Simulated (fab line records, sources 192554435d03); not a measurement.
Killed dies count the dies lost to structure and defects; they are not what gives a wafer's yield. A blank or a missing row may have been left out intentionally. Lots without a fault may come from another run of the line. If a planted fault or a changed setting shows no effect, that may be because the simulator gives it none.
A lot that was struck, set against a sound lot | flow n5 finfet | 15 steps out of a route of 1938
Sound: wafers L865.2, L865.4, L865.5. Struck: wafers L861.2, L861.6 (left out: L861.3, a lot-mate that was not struck); the cause follows at the end.
At each step with rows: each side's tool, then ch and its chambers, then its first start. Under that, the readings that differ: sound wafers | struck wafers | difference of the means | sigmas: that difference in standard deviations of wafers without a fault.
alike: a reading whose means differ by less than 2 such deviations, as well as words and numbers matching on both sides. not compared: withheld readings; readings where some wafer has no value; bounds like >300 that might hide an equal value; numbers whose values overlap and for which the record gives no deviation.
Wherever a step has rows on one side only, a row that says differs or no value, or a row with sigmas, the two part there. Numbers that don't overlap but have no deviation are shown without sigmas and don't part them. A reading that every wafer of one side lacks parts them only if that side has two wafers or more.

first, 7 steps without rows for these wafers: N5_MIM_BOT_LITHO_COAT_02; N5_MIM_BOT_LITHO_EBR_04; N5_MIM_BOT_LITHO_SOFTBAKE_03 (time 90 s); N5_MIM_BOT_LITHO_EXPOSE_05 (exposes mask MIM BOT); N5_MIM_BOT_LITHO_PEB_06; N5_MIM_BOT_LITHO_DEVELOP_07 (develop time 60 s); N5_MIM_BOT_LITHO_HARDBAKE_09 (time 120 s).
N5_MIM_BOT_LITHO_CD_MEAS_08: target cd 3000 nm.
  sound on cd sem-03 ch 0, day 18 00:23; struck on cd sem-03 ch 0, day 16 13:13
  alike: cd nm
N5_MIM_BOT_LITHO_OVL_MEAS_11:
  sound on overlay-01 ch 0, day 18 00:25; struck on overlay-01 ch 0, day 16 13:14
  alike: MIM_BOT_OVL
N5_MIM_BOT_LITHO_INSPECT_12: inspects for defects (macro).
  sound on defect inspect-02 at day 18 00:27; struck on defect inspect-02 at day 16 13:16
  alike: raw defect count
N5_MIM_BOT_LITHO_DESCUM_10: chemistry O2, time 7.9 s.
  sound on rie diel-04 ch 2,3, day 18 00:29; struck on rie diel-03 ch 1,3, day 16 13:18
  alike: drypump motor current A, oes product au, rf fwd power W, rf vpp V, showerhead plenum p Torr, throttle valve pct
  not compared: rf hours counter h
N5_MIM_BOT_ETCH_ETCH_04: etches SiNx in CF4/O2, target depth 26 nm, time 13 s.
  sound on rie diel-04 ch 2,3, day 18 00:32; struck on rie diel-03 ch 1,3, day 16 13:22
  reading               | sound          | struck    | difference | sigmas
  oes product au (a.u.) | 0.91 0.89 0.89 | 0.73 0.74 | -0.16      | -2
  alike: O2_flow_sccm, bias w, drypump motor current A, rf fwd power W, rf vpp V, showerhead plenum p Torr, throttle valve pct
  not compared: rf hours counter h
N5_MIM_BOT_ETCH_ETCH_03: etches the open film in Cl2/BCl3, target depth 12 nm.
  sound on rie metal-02 ch 0,1, day 18 00:38; struck on rie metal-03 ch 1, day 16 13:27
  reading                  | sound               | struck      | difference | sigmas
  bias w (W)               | 99.93 100.08 100.00 | 89.49 89.89 | -10.31     | -37
  model.etch.depth nm (nm) | 11.69 11.7 11.83    | 12.1 12.12  | +0.4       |
  alike: drypump motor current A, oes product au, rf fwd power W, throttle valve pct
  not compared: rf hours counter h
N5_MIM_BOT_ETCH_ETCH_00: etches TiN in Cl2/BCl3, target depth 45.5 nm.
  sound on rie metal-02 ch 0,1, day 18 00:43; struck on rie metal-03 ch 1, day 16 13:32
  alike: bias w, drypump motor current A, oes product au, rf fwd power W, throttle valve pct
  not compared: rf hours counter h
N5_PASSIVATION_PROBE_49:
  sound on prober-02 at day 18 08:53; struck on prober-01 at day 16 21:38
  reading            | sound | struck | difference | sigmas
  killed at contacts | 6 5 6 | 21 33  | +21        | +3
  alike: defect limited yield, killed_at_M0_to_M3, killed_at_M4_up, killed at front end, killed at other, killed dies, killed open, killed short, sort_bin_4_leakage, sort_bin_5_function, sort_bin_6_memory, sort n pass, sort yield pct

WHERE THEY PART
Last at N5_PASSIVATION_PROBE_49 as far as this record goes, first at N5_MIM_BOT_ETCH_ETCH_04.

WHY: the cause the simulator had injected
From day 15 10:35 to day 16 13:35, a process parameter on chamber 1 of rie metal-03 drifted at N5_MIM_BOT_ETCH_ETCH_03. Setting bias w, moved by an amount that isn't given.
